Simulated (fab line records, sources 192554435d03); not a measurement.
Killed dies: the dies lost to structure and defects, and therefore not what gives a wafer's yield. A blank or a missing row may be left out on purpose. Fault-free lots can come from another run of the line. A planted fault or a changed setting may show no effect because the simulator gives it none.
fab line records -- flow n5_finfet
record lots=4, wafers=12, last_day=18
route steps=1938 shown BEOL_M1@789 BEOL_M4@1111 PASSIVATION@1936
lots that met no fault: from a run of the same line without faults
start_h: hours from the record's opening day to when the first of the lot's shown wafers began -- wait_h: hours from the lot's prior step to this one -- " same as the row above -- L1.1+2: a single row standing in for several wafers -- - no value present, or no start provided -- * or withheld: withheld -- < > ~ a bound
route shown NAME@n: a module of which the file shows steps, and the number in the route of the first -- usual: the fault-free wafers' mean and standard deviation -- same: alike in all rows -- chamber/n: place in a boat -- sites: the reading at each site -- _std_site: their standard deviation -- _edge_site: the outer-site mean with the inner-site mean subtracted -- radius_mm: how far each site lies from the wafer's centre -- mask NAME#n: copy n -- behind: the tool/chamber that last shaped the wafer -- hold: why the lot was held/for how many hours/how that ended -- device: which transistor (n, p or np) failed to switch -- end of line: the same wafers' tests at the end of the route -- where a step has no rows: the recipe by itself -- killed: count of dies lost to structure and defects at first sort (not the wafer's yield) -- map: dies across one wafer; x = killed, . = not, _ = none there
set.NAME: the run value of the setting; set.NAME@STEP: its run value at that earlier step -- model.NAME: the simulator's own value behind a step, which no gauge read
lots seen at some steps along the route; tables by step, rows by wafer
services: when a tool's chamber went out of use (start_h, in hours from the record's first day, below 0 if earlier), for how many hours, and the reason
## steps
# step N5_BEOL_M1_DESCUM_33
# recipe chemistry=O2, time_s=7, source_power_w=50, bias_power_w=20, pressure_mtorr=20, rf_frequency_hz=2.712e+07, temp_c=40, resist=CAR-EUV, o2_flow_sccm=225
# step N5_BEOL_M1_ETCH_77
# recipe chemistry=N2/H2, target=underlayer, target_depth_a=65, mask_material=CAR-EUV, time_s=5.2, ion_energy_ev=200, pressure_mtorr=30, source_w=840, bias_w=150, n2_flow_sccm=200, h2_flow_sccm=200, ends=cleared
# step N5_BEOL_M1_ETCH_69
# recipe chemistry=CF4, target=SiARC, target_depth_a=156, mask_material=CAR-EUV, time_s=26, ion_energy_ev=80, pressure_mtorr=40, source_w=545, bias_w=36, Ar_flow_sccm=100, cf4_flow_sccm=100, ends=cleared
# step N5_BEOL_M1_ALD_98
# recipe material=SiO2, target_thk_a=25, temp_c=100, ald_precursor_family=BDEAS, ald_co_reactant=O2-plasma, pulse_time_s=1, co_reactant_pulse_time_s=1, purge_time_s=2, co_reactant_purge_time_s=2, ald_cycles=17, pressure_torr=2
# step N5_BEOL_M1_ETCHBACK_99
# recipe chemistry=CHF3, target=SiO2, target_depth_a=50, time_s=10.4, source_w=215, bias_w=47, Ar_flow_sccm=200, CHF3_flow_sccm=12, ion_energy_ev=100, pressure_mtorr=30
# step N5_BEOL_M1_ETCH_70
# recipe chemistry=N2/H2, target=SOC, target_depth_a=800, overetch_a=160, mask_material=SiARC, temp_c=40, time_s=120, ion_energy_ev=200, pressure_mtorr=30, source_w=840, bias_w=150, n2_flow_sccm=200, h2_flow_sccm=200
# step N5_BEOL_M1_STRIP_71
# recipe chemistry=N2/H2, temp_c=40, n2_flow_sccm=200, h2_flow_sccm=200, rf_frequency_hz=6e+07
# step N5_BEOL_M1_STRIP_78
# recipe chemistry=N2/H2, temp_c=40, n2_flow_sccm=200, h2_flow_sccm=200, rf_frequency_hz=6e+07
# step N5_BEOL_M1_VIA_ETCH_34
# recipe chemistry=C4F6/O2, target_depth_a=678, mask_material=SOC, pressure_mtorr=15, ion_energy_ev=250, taper_deg=4, time_s=64.4, source_w=350, bias_w=170, Ar_flow_sccm=300, C4F6_flow_sccm=10, O2_flow_sccm=10
# step N5_BEOL_M1_STRIP_83
# recipe chemistry=C4F6/O2, resist=SiARC, rf_frequency_hz=6e+07
# step N5_BEOL_M1_STRIP_36
# recipe chemistry=N2/H2, power_w=450, temp_c=40, pressure_mtorr=20, rf_frequency_hz=6e+07, overash_fraction=0.3, bias_power_w=7, h2_frac=0.5, n2_flow_sccm=200, h2_flow_sccm=200
# step N5_BEOL_M1_TRENCH_ETCH_37
# recipe chemistry=C4F6/O2, target_depth_a=552.07, target=SiOC, time_s=29, ion_energy_ev=250, pressure_mtorr=30, source_w=355, bias_w=185, Ar_flow_sccm=300, C4F6_flow_sccm=10, O2_flow_sccm=10
# usual chamber_pressure_mTorr=30.001/0.029, drypump_motor_current_A=5.6/0.53, mfc_ar_sccm=300.0/0.83, oes_ar_750_au=0.79/0.084, oes_f_703_au=0.79/0.085, oes_o_777_au=0.80/0.087, oes_product_au=0.80/0.09, rf_fwd_power_W=349.2/2, rf_vpp_V=668/10, showerhead_plenum_p_Torr=2.87/0.1, throttle_valve_pct=20.93/0.27
lot.wafer,tool,chamber,start_h,wait_h,chamber_pressure_mTorr,drypump_motor_current_A,mfc_ar_sccm,oes_ar_750_au,oes_f_703_au,oes_o_777_au,oes_product_au,rf_fwd_power_W,rf_hours_counter_h,rf_vpp_V,showerhead_plenum_p_Torr,throttle_valve_pct,model.BEOL_M1.feature_depth_nm,model.etch.depth_nm
L121.1,rie_diel-05,1,205.66,-,30.017,5.6,301.0,0.84,0.84,0.86,0.84,349.0,63,673,3.01,21.06,56.4,56.5
L121.3,rie_diel-05,0,205.66,-,30.019,5.8,300.6,0.82,0.82,0.85,0.82,351.6,73,656,2.98,20.67,54.2,54.17
L121.4,rie_diel-05,3,205.66,-,30.025,6.1,299.7,0.85,0.84,0.84,0.86,350.1,40,668,2.78,20.52,54.4,54.34
L123.1,rie_diel-05,0,211.89,-,30.049,5.8,299.6,1.08,1.42,1.40,0.92,562.9,74,519,2.98,20.71,65.6,65.67
L123.4,rie_diel-05,1,211.89,-,29.967,5.6,300.7,0.83,0.85,0.85,0.83,350.4,65,673,3.01,21.07,56.2,56.25
L123.5,rie_diel-05,2,211.89,-,29.962,5.0,299.8,0.91,0.91,0.91,0.92,349.9,-,679,3.01,20.94,56.2,56.2
L124.1,rie_diel-05,3,216.05,-,30.031,6.2,299.6,0.86,0.84,0.84,0.86,348.7,42,666,2.78,20.52,54.6,54.65
L124.5,rie_diel-05,0,216.05,-,30.016,5.8,299.4,1.07,1.42,1.38,0.92,564.2,-,520,2.98,20.70,66.2,66.19
L124.6,rie_diel-05,3,216.05,-,30.009,6.2,300.5,0.85,0.83,0.85,0.85,349.4,-,668,2.78,20.52,54.6,54.5
L132.3,rie_diel-03,0,269.08,-,30.024,4.9,299.5,0.74,0.74,0.74,0.74,347.6,186,666,2.72,21.17,55.2,55.3
L132.4,rie_diel-03,2,269.08,-,30.001,6.1,301.9,0.92,0.92,0.94,0.96,349.8,11,684,2.90,20.46,58.4,58.5
L132.6,rie_diel-03,2,269.08,-,29.985,6.2,300.7,0.93,0.93,0.93,0.96,350.7,-,683,2.90,20.46,58.2,58.26
# step N5_BEOL_M1_ETCH_41
# recipe chemistry=CH3F/O2, target=SiCN, target_depth_a=319, taper_deg=2, time_s=57.8, ion_energy_ev=120, mask_material=TiN, pressure_mtorr=30, source_w=395, bias_w=75, Ar_flow_sccm=150, CH3F_flow_sccm=30, O2_flow_sccm=20
# step N5_BEOL_M1_STRIP_97
# recipe chemistry=N2/H2, time_s=10, power_w=450, temp_c=40, pressure_mtorr=20, rf_frequency_hz=6e+07, bias_power_w=7, n2_flow_sccm=200, h2_flow_sccm=200
# step N5_BEOL_M1_OCD_MEAS_38
# usual trench_depth_nm=55.3/0.95
lot.wafer,tool,chamber,start_h,wait_h,trench_depth_nm
L121.1,ocd-02,-,205.82,-,55.9
L121.3,ocd-02,-,205.82,-,54.6
L121.4,ocd-02,-,205.82,-,54.4
L123.1,ocd-01,-,212.04,-,65.8
L123.4,ocd-01,-,212.04,-,56.1
L123.5,ocd-01,-,212.04,-,56.2
L124.1,ocd-02,-,216.21,-,54.4
L124.5,ocd-02,-,216.21,-,66.1
L124.6,ocd-02,-,216.21,-,54.8
L132.3,ocd-01,-,269.23,-,55.5
L132.4,ocd-01,-,269.23,-,57.9
L132.6,ocd-01,-,269.23,-,58.3
# step N5_BEOL_M1_HM_STRIP_39
# recipe chemistry=peroxide_tin_strip, material=TiN, target_depth_a=250, temp_c=50, time_s=158
# step N5_BEOL_M4_RC_MEAS_101
# usual DIBL_N=36.5/1.9, DIBL_P=36.7/2.1, IOFF_N=0.17/0.035, IOFF_P=0.22/0.042, ION_N=676/10, ION_P=462/8.1, SS_N=71.5/0.72, SS_P=73.4/0.7, VT_N=249/3.1, VT_P=-250/3.9
lot.wafer,tool,chamber,start_h,wait_h,DIBL_N[mV/V],DIBL_P[mV/V],IOFF_N[nA/um],IOFF_P[nA/um],ION_N[uA/um],ION_P[uA/um],SS_N[mV/dec],SS_P[mV/dec],VT_N[mV],VT_P[mV]
L121.1,prober-01,0,251.37,0.0,36.1,36.4,0.15,0.20,662,459,71.8,73.0,252,-252
L121.3,prober-01,0,251.37,0.0,35.5,34.7,0.14,0.17,665,452,72.0,72.9,251,-253
L121.4,prober-01,0,251.37,0.0,34.6,33.7,0.13,0.16,665,458,71.5,72.3,254,-255
L123.1,prober-01,0,255.23,0.0,38.7,40.6,0.23,0.25,688,464,72.5,74.1,244,-249
L123.4,prober-01,0,255.23,0.0,36.5,37.8,0.18,0.20,679,458,71.3,73.4,245,-251
L123.5,prober-01,0,255.23,0.0,38.6,40.6,0.24,0.24,694,463,72.5,74.4,244,-248
L124.1,prober-02,0,256.88,0.0,39.3,39.6,0.22,0.24,691,470,72.4,73.7,244,-251
L124.5,prober-02,0,256.88,0.0,37.5,36.2,0.18,0.18,668,454,71.2,73.5,248,-253
L124.6,prober-02,0,256.88,0.0,36.7,36.0,0.16,0.17,681,457,71.9,72.4,251,-257
L132.3,prober-02,0,325.04,0.3,35.7,35.5,0.13,0.19,669,463,71.5,73.0,251,-251
L132.4,prober-02,0,325.04,0.3,36.2,35.4,0.15,0.19,664,456,71.0,72.8,248,-253
L132.6,prober-02,0,325.04,0.3,38.1,37.5,0.16,0.22,662,462,71.8,73.5,250,-249
# step N5_PASSIVATION_PROBE_49
# usual defect_limited_yield=91.4/1.5, killed_at_M0_to_M3=35/12, killed_at_M4_up=13/5.8, killed_at_contacts=12/5.5, killed_at_front_end=36/9.9, killed_at_other=4/3.7, killed_dies=101/18, killed_open=66/13, killed_short=33/8, sort_bin_4_leakage=0.00/0.016, sort_bin_5_function=5.0/1, sort_bin_6_memory=3.2/0.67, sort_n_pass=1079/18, sort_yield_pct=91.4/1.5
# same gross_dies=1180, killed_at_back_side=0, sort_bin_8_speed[%]=0
lot.wafer,tool,chamber,start_h,wait_h,defect_limited_yield[%],killed_at_M0_to_M3,killed_at_M4_up,killed_at_contacts,killed_at_front_end,killed_at_other,killed_dies,killed_open,killed_short,sort_bin_4_leakage[%],sort_bin_5_function[%],sort_bin_6_memory[%],sort_n_pass,sort_yield_pct[%]
L121.1,prober-02,-,365.02,0.0,92.8,18,10,13,40,4,85,52,31,0,4.3,2.7,1095,92.8
L121.3,prober-02,-,365.12,0.1,91.5,30,9,15,36,10,100,67,31,0,5.3,2.8,1080,91.5
L121.4,prober-02,-,365.17,0.2,91.3,26,12,13,41,11,103,64,37,0,4.9,3.5,1077,91.3
L123.4,prober-02,-,372.25,0.2,92.3,33,15,6,33,4,91,56,34,0,4.5,3.1,1089,92.3
L132.3,prober-01,-,429.06,0.1,91.3,27,20,19,33,4,103,57,43,0,4.7,3.6,1077,91.3
L132.4,prober-01,-,429.11,0.2,90.7,58,15,9,21,7,110,66,42,0,5.4,3.3,1070,90.7
L132.6,prober-01,-,429.21,0.3,88.8,43,30,14,41,4,132,85,44,0,6.7,4.1,1048,88.8
# killed by level:class
L121.1 MOL_CONTACT_COAG:geometric_particle:open=10 BEOL_M0_SAQP:geometric_particle:open=8 BEOL_M0_SAQP:geometric_particle:short=8 FIN_SAQP:geometric_particle:open=7 FIN_SAQP:geometric_particle:short=6 GATE_CUT:geometric_particle:open=6 GATE_CUT:geometric_particle:short=4 STARTING-WAFER:geometric_particle:short=4
L121.3 MOL_CONTACT_COAG:geometric_particle:open=14 BEOL_M0_SAQP:geometric_particle:short=12 FIN_SAQP:geometric_particle:open=9 BEOL_M1:geometric_particle:open=7 BEOL_M4:geometric_particle:open=5 BEOL_M0:geometric_particle:open=5 STI_FIN_REVEAL:geometric_particle:open=4 STARTING-WAFER:geometric_particle:open=4
L121.4 MOL_CONTACT_COAG:geometric_particle:open=11 BEOL_M0_SAQP:geometric_particle:short=10 STI_FIN_REVEAL:geometric_particle:open=8 BEOL_M4:geometric_particle:open=7 BEOL_M0:geometric_particle:open=5 STARTING-WAFER:geometric_particle:open=5 STI_FIN_REVEAL:geometric_particle:short=4 BEOL_M0_SAQP:geometric_particle:open=4
L123.4 BEOL_M3:geometric_particle:open=8 FIN_SAQP:geometric_particle:open=7 BEOL_M2:geometric_particle:open=7 STI_FIN_REVEAL:geometric_particle:open=6 ILD0:geometric_particle:short=6 BEOL_M1:geometric_particle:open=5 STARTING-WAFER:geometric_particle:short=4 DUMMY_GATE:geometric_particle:open=4
L132.3 MOL_CONTACT_COAG:geometric_particle:open=15 FIN_SAQP:geometric_particle:short=14 BEOL_M4:geometric_particle:open=11 BEOL_M2:geometric_particle:open=7 BEOL_M2:geometric_particle:short=6 BEOL_M0_SAQP:geometric_particle:short=4 FIN_SAQP:geometric_particle:open=4 STI_FIN_REVEAL:geometric_particle:open=4
L132.4 BEOL_M1:geometric_particle:open=15 BEOL_M0_SAQP:geometric_particle:short=13 BEOL_M0_SAQP:geometric_particle:open=10 BEOL_M2:geometric_particle:open=8 MOL_CONTACT_COAG:geometric_particle:open=6 STI_FIN_REVEAL:geometric_particle:open=5 FIN_SAQP:geometric_particle:short=3 GATE_CUT:geometric_particle:short=3
L132.6 MOL_CONTACT_COAG:geometric_particle:open=13 BEOL_M4:geometric_particle:open=13 BEOL_M0_SAQP:geometric_particle:short=12 BEOL_M2:geometric_particle:open=9 STI_FIN_REVEAL:geometric_particle:open=8 BEOL_M1:geometric_particle:open=8 FIN_SAQP:geometric_particle:open=7 FIN_SAQP:geometric_particle:short=7
## services
tool,chamber,start_h,hours,kind
rie_diel-05,1,184.83,6.6,repair
rie_diel-03,0,196.77,6.4,repair
rie_diel-03,2,216.52,-,clean
rie_diel-03,2,216.52,-,consumable_replace:focus_ring
rie_diel-03,2,216.52,17.4,scheduled_down
rie_diel-03,2,216.52,17.4,vent_cycle
rie_diel-05,3,251.62,3.5,repair
rie_diel-03,-,253.91,0.7,repair
## key
first_sign step=N5_BEOL_M1_TRENCH_ETCH_37, reading=rf_fwd_power_W, direction=up, sigmas=99+, usual=*, struck=*
effect step=N5_BEOL_M1_TRENCH_ETCH_37, reading=rf_vpp_V, direction=down, sigmas=14, usual=668, struck=519
effect step=N5_BEOL_M1_OCD_MEAS_38, reading=trench_depth_nm, direction=up, sigmas=11, usual=55.3, struck=65.9
model_effect step=N5_BEOL_M1_TRENCH_ETCH_37, value=BEOL_M1.feature_depth_nm, without=54.8, struck=65.9
met_at N5_BEOL_M1_TRENCH_ETCH_37
struck_wafers L123.1,L124.5
onset_between 205.66 211.89
fault kind=process_parameter_drift, tool=rie_diel-05, chamber=0, onset_h=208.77, steps=N5_BEOL_M1_TRENCH_ETCH_37, channel=source_w, offset=213, shape=step, end_h=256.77, acts_in=these_recipes_only, stated=355
